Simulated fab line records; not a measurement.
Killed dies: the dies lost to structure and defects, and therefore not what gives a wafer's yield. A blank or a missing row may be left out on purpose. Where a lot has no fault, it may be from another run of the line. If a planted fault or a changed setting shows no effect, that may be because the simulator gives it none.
fab line records -- flow n5_finfet
record lots=7, wafers=18, last_day=16
route steps=1938 shown BEOL_M13@1693
lots with no fault: from the same line, run without faults
start_h: hours from the record's opening day to when the first of the lot's shown wafers began -- wait_h: hours from the lot's prior step to this one -- " repeats the value in the row above -- L1.1+2: a row that stands for several wafers -- - no value present, or no start provided -- * or withheld: withheld -- < > ~ a bound
route shown NAME@n: a module of which the file shows steps, and the number in the route of the first -- usual: average and standard deviation across the fault-free wafers -- same: alike in all rows -- chamber/n: place in a boat -- sites: each site's reading -- _std_site: how widely they spread, as a standard deviation -- _edge_site: the outer-site mean with the inner-site mean subtracted -- radius_mm: how far each site lies from the wafer's centre -- mask NAME#n: copy n -- behind: the most recent tool/chamber to have shaped the wafer -- hold: reason for holding the lot/hours on hold/outcome of the hold -- device: whichever transistor did not switch (one of n, p or np) -- end of line: tests run on the same wafers once the route is complete -- where a step has no rows: the recipe by itself -- killed: at the first sort, the dies lost to defects and structure; wafer yield is something else -- map: shows each die of a wafer: x if killed, . if not, _ if none is there
set.NAME: the run value of the setting; set.NAME@STEP: its run value at that earlier step -- model.NAME: the simulator's own value behind a step, which no gauge read
lots at selected steps of the route; one table per step, one row per wafer
services: when a tool's chamber went out of use (start_h, in hours from the record's first day, below 0 if earlier), for how many hours, and the reason
## steps
# step N5_BEOL_M13_ETCH_67
# recipe chemistry=CF4, target=SiARC, target_depth_a=1430, time_s=238.3, ion_energy_ev=80, pressure_mtorr=40, source_w=545, bias_w=36, Ar_flow_sccm=100, cf4_flow_sccm=100, ends=cleared
# usual drypump_motor_current_A=5.6/0.46, etch_rf_on_time_s=239/6, mfc_ar_sccm=100.0/0.3, oes_product_au=0.69/0.067, rf_vpp_V=183.9/1.1, showerhead_plenum_p_Torr=2.13/0.066, throttle_valve_pct=15.6/0.33
lot.wafer,tool,chamber,start_h,wait_h,drypump_motor_current_A,etch_rf_on_time_s,mfc_ar_sccm,oes_product_au,rf_hours_counter_h,rf_vpp_V,showerhead_plenum_p_Torr,throttle_valve_pct
L201.1,rie_diel-06,0,282.85,0.0,5.3,244,100.1,0.68,93,183.3,2.08,15.8
L201.2,rie_diel-06,3,282.85,0.0,5.3,233,99.6,0.62,206,184.3,2.05,16.1
L201.5,rie_diel-06,1,282.85,0.0,5.2,246,99.2,0.78,-,185.0,2.27,15.4
L204.1,rie_diel-02,2,305.42,0.0,5.7,239,100.3,0.79,8,184.4,2.11,15.2
L204.3,rie_diel-02,1,305.42,0.0,5.9,231,100.1,0.69,107,182.4,2.07,15.4
L204.5,rie_diel-02,3,305.42,0.0,5.1,233,100.2,0.65,-,182.8,2.07,16.2
L206.2,rie_diel-06,2,311.51,0.0,4.8,248,100.5,0.72,43,185.3,2.19,15.3
L206.5,rie_diel-06,2,311.51,0.0,4.8,248,100.6,0.72,-,183.6,2.19,15.4
L206.6,rie_diel-06,3,311.51,0.0,5.3,232,100.0,0.62,-,183.1,2.05,16.1
L209.1,rie_diel-06,2,334.72,0.0,4.8,246,100.6,0.72,50,184.6,2.19,15.4
L209.3,rie_diel-06,0,334.72,0.0,5.3,241,99.6,0.67,111,183.4,2.08,15.9
L209.5,rie_diel-06,3,334.72,0.0,5.3,230,99.4,0.61,-,184.3,2.04,16.1
L208.3,rie_diel-06,1,335.37,0.0,5.2,250,99.6,0.75,34,184.9,2.27,15.4
L208.4,rie_diel-06,3,335.37,0.0,5.3,233,99.9,0.61,223,182.4,2.04,16.1
L211.1,rie_diel-04,1,341.84,0.0,6.5,239,100.2,0.63,160,183.5,2.13,15.4
L211.3,rie_diel-04,0,341.84,0.0,5.5,242,100.4,0.73,42,183.1,2.10,15.7
L212.3,rie_diel-04,1,350.60,0.0,6.5,236,99.7,0.64,164,184.5,2.13,15.5
L212.4,rie_diel-04,1,350.60,0.0,6.5,237,100.1,0.64,-,182.5,2.13,15.5
# step N5_BEOL_M13_ETCH_68
# recipe chemistry=N2/H2, target=SOC, mask_material=SiARC, source_w=3000, bias_w=350, temp_c=40, time_s=355, ion_energy_ev=200, pressure_mtorr=30, n2_flow_sccm=200, h2_flow_sccm=200
# usual drypump_motor_current_A=5.6/0.46, oes_product_au=0.81/0.086, rf_vpp_V=523.3/2.5, showerhead_plenum_p_Torr=2.52/0.093, throttle_valve_pct=17.8/0.3
lot.wafer,tool,chamber,start_h,wait_h,drypump_motor_current_A,oes_product_au,rf_hours_counter_h,rf_vpp_V,showerhead_plenum_p_Torr,throttle_valve_pct
L201.1,rie_diel-06,0,282.99,0.1,5.4,0.81,93,520.6,2.47,18.0
L201.2,rie_diel-06,3,282.99,0.1,5.3,0.71,206,519.4,2.42,18.3
L201.5,rie_diel-06,1,282.99,0.1,5.1,0.93,-,528.3,2.72,17.6
L204.1,rie_diel-02,2,305.57,0.1,5.8,0.95,8,522.6,2.51,17.4
L204.3,rie_diel-02,1,305.57,0.1,5.9,0.79,108,521.8,2.45,17.5
L204.5,rie_diel-02,3,305.57,0.1,5.1,0.74,-,522.1,2.42,18.1
L206.2,rie_diel-06,2,311.65,0.1,4.8,0.86,43,525.2,2.59,17.5
L206.5,rie_diel-06,2,311.65,0.1,4.8,0.86,-,525.9,2.59,17.5
L206.6,rie_diel-06,3,311.65,0.1,5.3,0.69,-,520.8,2.41,18.3
L209.1,rie_diel-06,2,334.87,0.1,4.8,0.85,50,525.8,2.59,17.5
L209.3,rie_diel-06,0,334.87,0.1,5.3,0.78,111,520.9,2.46,18.1
L209.5,rie_diel-06,3,334.87,0.1,5.3,0.70,-,520.1,2.41,18.3
L208.3,rie_diel-06,1,335.52,0.1,5.1,0.90,34,528.9,2.72,17.6
L208.4,rie_diel-06,3,335.52,0.1,5.3,0.69,223,521.4,2.41,18.3
L211.1,rie_diel-04,1,341.99,0.1,6.5,0.75,160,523.6,2.54,17.5
L211.3,rie_diel-04,0,341.99,0.1,5.5,0.86,42,522.9,2.48,18.0
L212.3,rie_diel-04,1,350.75,0.1,6.5,0.74,165,524.3,2.53,17.5
L212.4,rie_diel-04,1,350.75,0.1,6.5,0.74,-,522.7,2.53,17.5
# step N5_BEOL_M13_STRIP_69
# recipe chemistry=N2/H2, temp_c=40, n2_flow_sccm=200, h2_flow_sccm=200, rf_frequency_hz=6e+07
# step N5_BEOL_M13_TRENCH_ETCH_34
# recipe chemistry=C4F8/O2/Ar, target=SiOC, target_depth_a=4134.7, mask_material=SOC, pressure_mtorr=30, source_w=3000, bias_w=700, Ar_flow_sccm=400, C4F8_flow_sccm=15, O2_flow_sccm=8, he_inner_torr=15, he_outer_torr=30, time_s=162.6, ion_energy_ev=250
# usual drypump_motor_current_A=5.6/0.47, he_inner_torr=15.00/0.031, mfc_ar_sccm=399.9/1.3, oes_product_au=0.81/0.086, rf_vpp_V=665/3, showerhead_plenum_p_Torr=3.39/0.11, throttle_valve_pct=24.2/0.37
lot.wafer,tool,chamber,start_h,wait_h,drypump_motor_current_A,he_inner_torr,mfc_ar_sccm,oes_product_au,rf_hours_counter_h,rf_vpp_V,showerhead_plenum_p_Torr,throttle_valve_pct
L201.1,rie_diel-06,0,283.21,0.0,5.3,14.94,400.1,0.80,93,662,3.31,24.4
L201.2,rie_diel-06,3,283.21,0.0,5.3,14.98,400.9,0.70,206,661,3.27,24.6
L201.5,rie_diel-06,1,283.21,0.0,5.1,15.01,399.5,0.94,-,671,3.62,24.0
L204.1,rie_diel-02,2,305.79,0.0,5.8,15.00,399.7,0.95,8,665,3.34,23.7
L204.3,rie_diel-02,1,305.79,0.0,5.9,15.01,399.1,0.79,108,664,3.30,23.9
L204.5,rie_diel-02,3,305.79,0.0,5.0,14.95,399.7,0.74,-,661,3.31,24.9
L206.2,rie_diel-06,2,311.87,0.0,4.8,14.94,400.0,0.85,43,667,3.51,24.1
L206.5,rie_diel-06,2,311.87,0.0,4.8,14.96,400.1,0.86,-,666,3.51,24.1
L206.6,rie_diel-06,3,311.87,0.0,5.3,14.98,400.5,0.70,-,661,3.27,24.7
L209.1,rie_diel-06,2,335.09,0.0,4.8,14.97,397.8,0.84,50,668,3.51,24.1
L209.3,rie_diel-06,0,335.09,0.0,5.4,15.03,400.5,0.77,111,663,3.30,24.4
L209.5,rie_diel-06,3,335.09,0.0,5.3,14.99,400.3,0.70,-,661,3.26,24.7
L208.3,rie_diel-06,1,335.74,0.0,5.2,15.04,398.1,0.90,34,672,3.62,24.0
L208.4,rie_diel-06,3,335.74,0.0,5.3,14.97,400.3,0.69,223,661,3.26,24.7
L211.1,rie_diel-04,1,342.21,0.0,6.5,15.03,399.9,0.75,160,667,3.37,23.7
L211.3,rie_diel-04,0,342.21,0.0,5.5,15.01,403.0,0.85,42,663,3.33,24.3
L212.3,rie_diel-04,1,350.97,0.0,6.5,15.02,400.6,0.74,165,666,3.37,23.7
L212.4,rie_diel-04,1,350.97,0.0,6.5,15.07,401.0,0.74,-,667,3.37,23.7
# step N5_BEOL_M13_STRIP_70
# recipe chemistry=C4F8/O2/Ar, resist=SiARC, rf_frequency_hz=6e+07
# step N5_BEOL_M13_OCD_MEAS_35
# usual trench_depth_nm=415/7.9
lot.wafer,tool,chamber,start_h,wait_h,trench_depth_nm
L201.1,ocd-02,-,283.39,0.0,409
L201.2,ocd-02,-,283.39,0.0,406
L201.5,ocd-02,-,283.39,0.0,426
L204.1,ocd-01,-,305.96,0.0,428
L204.3,ocd-01,-,305.96,0.0,419
L204.5,ocd-01,-,305.96,0.0,416
L206.2,ocd-02,-,312.05,0.0,412
L206.5,ocd-02,-,312.05,0.0,413
L206.6,ocd-02,-,312.05,0.0,409
L209.1,ocd-02,-,335.27,0.0,412
L209.3,ocd-02,-,335.27,0.0,408
L209.5,ocd-02,-,335.27,0.0,409
L208.3,ocd-02,-,335.92,0.0,422
L208.4,ocd-02,-,335.92,0.0,404
L211.1,ocd-01,-,342.38,0.0,409
L211.3,ocd-01,-,342.38,0.0,409
L212.3,ocd-01,-,351.15,0.0,410
L212.4,ocd-01,-,351.15,0.0,411
# step N5_BEOL_M13_STRIP_37
# recipe chemistry=N2/H2, power_w=1000, temp_c=250, h2_frac=0.65, overash_fraction=0.3, pressure_mtorr=withheld, n2_flow_sccm=1750, h2_flow_sccm=3250
# step N5_BEOL_M13_ETCH_38
# recipe chemistry=CF4/N2, target=SiCN, target_depth_a=675, taper_deg=2, time_s=71.9, ion_energy_ev=150, mask_material=SiO2, pressure_mtorr=40, source_w=430, bias_w=70, Ar_flow_sccm=100, cf4_flow_sccm=60, n2_flow_sccm=60
# step N5_BEOL_M13_PRECLEAN_39
# recipe chemistry=residue_remover, time_s=60, temp_c=40
# step N5_BEOL_M13_SRD_40
# recipe time_s=30, temp_c=23, rinse_liquid=diw, dry=n2_spin, spin_rpm=1500, dry_time_s=30
# step N5_BEOL_M13_DEGAS_41
# recipe ambient=vacuum, temp_c=250, time_s=60
# usual heater_power_w=336/20
lot.wafer,tool,chamber,start_h,wait_h,heater_power_w
L201.1,pvd_sputter-03,-,284.89,0.5,313
L201.2,pvd_sputter-03,-,284.89,0.5,329
L201.5,pvd_sputter-03,-,284.89,0.5,369
L204.1,pvd_sputter-03,-,306.85,0.2,337
L204.3,pvd_sputter-03,-,306.85,0.2,335
L204.5,pvd_sputter-03,-,306.85,0.2,336
L206.2,pvd_sputter-02,-,316.55,0.2,364
L206.5,pvd_sputter-02,-,316.55,0.2,332
L206.6,pvd_sputter-02,-,316.55,0.2,363
L209.1,pvd_sputter-03,-,336.19,0.2,341
L209.3,pvd_sputter-03,-,336.19,0.2,368
L209.5,pvd_sputter-03,-,336.19,0.2,363
L208.3,pvd_sputter-02,-,337.15,0.2,344
L208.4,pvd_sputter-02,-,337.15,0.2,310
L211.1,pvd_sputter-02,-,344.62,0.7,329
L211.3,pvd_sputter-02,-,344.62,0.7,328
L212.3,pvd_sputter-02,-,354.36,0.2,358
L212.4,pvd_sputter-02,-,354.36,0.2,341
# step N5_BEOL_M13_PRE_CLEAN_42
# recipe gas=H2/He, time_s=30, temp_c=250
# step N5_BEOL_M13_SPUTTER_43
# recipe material=TaN, target_thk_a=150, temp_c=50, bias_v=168.6, power_w=15000, chamber_pressure_pa=0.12, time_s=24.19
# usual throttle_valve_pct=30.5/0.79
lot.wafer,tool,chamber,start_h,wait_h,throttle_valve_pct,model.TaN_of_BEOL_M13_SPUTTER_43.thk_nm
L201.1,pvd_sputter-03,-,284.97,0.0,30.9,15.4
L201.2,pvd_sputter-03,-,284.97,0.0,29.2,15
L201.5,pvd_sputter-03,-,284.97,0.0,31.8,15.2
L204.1,pvd_sputter-03,-,306.93,0.0,29.8,15
L204.3,pvd_sputter-03,-,306.93,0.0,28.9,15
L204.5,pvd_sputter-03,-,306.93,0.0,29.7,14.8
L206.2,pvd_sputter-02,-,316.63,0.0,30.5,15
L206.5,pvd_sputter-02,-,316.63,0.0,30.6,14.4
L206.6,pvd_sputter-02,-,316.63,0.0,30.5,15
L209.1,pvd_sputter-03,-,336.27,0.0,29.8,14.8
L209.3,pvd_sputter-03,-,336.27,0.0,32.2,15
L209.5,pvd_sputter-03,-,336.27,0.0,32.5,15.2
L208.3,pvd_sputter-02,-,337.23,0.0,30.6,26.6
L208.4,pvd_sputter-02,-,337.23,0.0,30.0,15.2
L211.1,pvd_sputter-02,-,344.70,0.0,30.5,15.4
L211.3,pvd_sputter-02,-,344.70,0.0,30.8,26.4
L212.3,pvd_sputter-02,-,354.45,0.0,30.7,26.8
L212.4,pvd_sputter-02,-,354.45,0.0,30.5,15.4
# step N5_BEOL_M13_SPUTTER_44
# recipe material=Ta, target_thk_a=100, temp_c=50, bias_v=80, power_w=15000, chamber_pressure_pa=0.07, time_s=16.13
# step N5_BEOL_M13_SPUTTER_45
# recipe material=Cu, target_thk_a=800, temp_c=-20, bias_v=60, power_w=26000, chamber_pressure_pa=0.13, time_s=13.33
# usual throttle_valve_pct=30.4/0.81
lot.wafer,tool,chamber,start_h,wait_h,throttle_valve_pct
L201.1,pvd_sputter-03,-,285.13,0.0,31.2
L201.2,pvd_sputter-03,-,285.13,0.0,28.9
L201.5,pvd_sputter-03,-,285.13,0.0,32.3
L204.1,pvd_sputter-03,-,307.09,0.0,29.7
L204.3,pvd_sputter-03,-,307.09,0.0,29.0
L204.5,pvd_sputter-03,-,307.09,0.0,29.6
L206.2,pvd_sputter-02,-,316.79,0.0,30.5
L206.5,pvd_sputter-02,-,316.79,0.0,30.6
L206.6,pvd_sputter-02,-,316.79,0.0,30.5
L209.1,pvd_sputter-03,-,336.43,0.0,29.8
L209.3,pvd_sputter-03,-,336.43,0.0,32.4
L209.5,pvd_sputter-03,-,336.43,0.0,32.3
L208.3,pvd_sputter-02,-,337.39,0.0,30.7
L208.4,pvd_sputter-02,-,337.39,0.0,30.1
L211.1,pvd_sputter-02,-,344.86,0.0,30.5
L211.3,pvd_sputter-02,-,344.86,0.0,30.5
L212.3,pvd_sputter-02,-,354.63,0.0,30.7
L212.4,pvd_sputter-02,-,354.63,0.0,30.6
# step N5_BEOL_M13_ECD_47
# recipe material=Cu, target_thk_a=9360
# step N5_BEOL_M13_ANNEAL_48
# recipe temp_c=225, time_s=90, ambient=N2
# step N5_BEOL_M13_CMP_49
# recipe stop_on=SiOC, t_overpolish_s=17.1, down_force_psi=1, platen_rpm=50, clearing_platen_down_force_psi=1.5, clearing_platen_rpm=50, post_cmp_clean=cu_alkaline, target_thk_nm=420, clearing_platen_pad_velocity_m_s=0.99484, pad_velocity_m_s=0.99484
# usual barrier_field_endpoint_s=29.8/0.97, motor_current_A=6.2/0.49, platen_rpm=50.00/0.036
lot.wafer,tool,chamber,start_h,wait_h,barrier_field_endpoint_s,motor_current_A,platen_rpm
L201.2,cmp-03,0,285.84,0.3,28.7,7.2,50.03
L201.1,cmp-03,1,285.84,0.3,30.9,6.0,50.01
L201.5,cmp-03,0,285.84,0.3,28.8,7.1,50.00
L204.3,cmp-02,1,307.66,0.2,31.0,5.7,50.00
L204.1,cmp-02,3,307.66,0.2,31.0,5.4,50.02
L204.5,cmp-02,2,307.66,0.2,29.9,6.5,49.99
L206.2,cmp-02,0,317.53,0.2,29.2,5.8,49.99
L206.6,cmp-02,3,317.53,0.2,30.2,5.5,50.00
L206.5,cmp-02,0,317.53,0.2,30.0,5.9,49.99
L209.1,cmp-02,3,337.01,0.3,30.8,5.2,50.00
L209.3,cmp-02,2,337.01,0.3,30.3,6.7,49.98
L209.5,cmp-02,3,337.01,0.3,31.1,5.6,50.00
L208.3,cmp-04,2,338.48,0.2,44.6,6.3,49.95
L208.4,cmp-04,3,338.48,0.2,29.0,5.7,49.97
L211.1,cmp-04,3,345.44,0.3,28.3,6.2,50.01
L211.3,cmp-04,2,345.44,0.3,45.1,6.4,50.03
L212.3,cmp-02,0,355.29,0.2,46.3,5.7,49.94
L212.4,cmp-02,1,355.29,0.2,30.9,5.9,49.98
# step N5_BEOL_M13_THK_MEAS_50
# recipe thk_meas_gauge=xrf, reads=Cu_of_BEOL_M13_ECD_47
# usual M13_THK=418/8.5
lot.wafer,tool,chamber,start_h,wait_h,M13_THK[nm]
L201.1,film_metro-02,-,286.10,-,415
L201.2,film_metro-02,-,286.10,-,410
L201.5,film_metro-02,-,286.10,-,432
L204.1,film_metro-01,-,307.96,-,435
L204.3,film_metro-01,-,307.96,-,428
L204.5,film_metro-01,-,307.96,-,423
L206.2,film_metro-01,-,317.78,-,418
L206.5,film_metro-01,-,317.78,-,417
L206.6,film_metro-01,-,317.78,-,415
L209.1,film_metro-01,-,337.31,-,410
L209.3,film_metro-01,-,337.31,-,405
L209.5,film_metro-01,-,337.31,-,407
L208.3,film_metro-01,-,338.74,-,413
L208.4,film_metro-01,-,338.74,-,404
L211.1,film_metro-01,-,345.73,-,409
L211.3,film_metro-01,-,345.73,-,397
L212.3,film_metro-01,-,355.51,-,396
L212.4,film_metro-01,-,355.51,-,411
## services
tool,chamber,start_h,hours,kind
cmp-03,-,265.13,2.8,repair
rie_diel-02,2,265.88,-,clean
rie_diel-02,2,265.88,-,consumable_replace:focus_ring
rie_diel-02,2,265.88,14.2,scheduled_down
rie_diel-02,2,265.88,14.2,vent_cycle
rie_diel-06,-,266.11,2.8,pm
rie_diel-04,0,266.58,4.5,repair
rie_diel-04,2,276.19,-,clean
rie_diel-04,2,276.19,-,consumable_replace:focus_ring
rie_diel-04,2,276.19,25.5,scheduled_down
rie_diel-04,2,276.19,25.5,vent_cycle
cmp-03,-,276.80,1.5,repair
cmp-04,-,285.10,1.0,repair
pvd_sputter-02,-,288.91,7.9,repair
cmp-03,-,299.54,3.2,repair
pvd_sputter-02,-,303.50,6.2,repair
cmp-03,-,317.38,4.6,repair
cmp-04,-,322.56,3.9,pm
rie_diel-06,3,330.98,3.6,repair
rie_diel-04,3,338.27,-,clean
rie_diel-04,3,338.27,-,consumable_replace:focus_ring
rie_diel-04,3,338.27,27.4,scheduled_down
rie_diel-04,3,338.27,27.4,vent_cycle
rie_diel-06,3,344.09,19.8,repair
## key
first_sign step=N5_BEOL_M13_CMP_49, reading=barrier_field_endpoint_s, direction=up, sigmas=16, usual=29.8, struck=45.3
effect none on later readings
model_effect step=N5_BEOL_M13_SPUTTER_43, value=TaN_of_BEOL_M13_SPUTTER_43.thk_nm, without=15.13, struck=26.6
met_at N5_BEOL_M13_SPUTTER_43
struck_wafers L208.3,L211.3,L212.3
onset_between 316.63 337.23
fault kind=process_parameter_drift, tool=pvd_sputter-02, chamber=-, onset_h=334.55, steps=N5_BEOL_M13_SPUTTER_43, channel=time_s, offset=*, shape=step, end_h=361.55, scope=struck_wafers_only, acts_in=*, stated=*
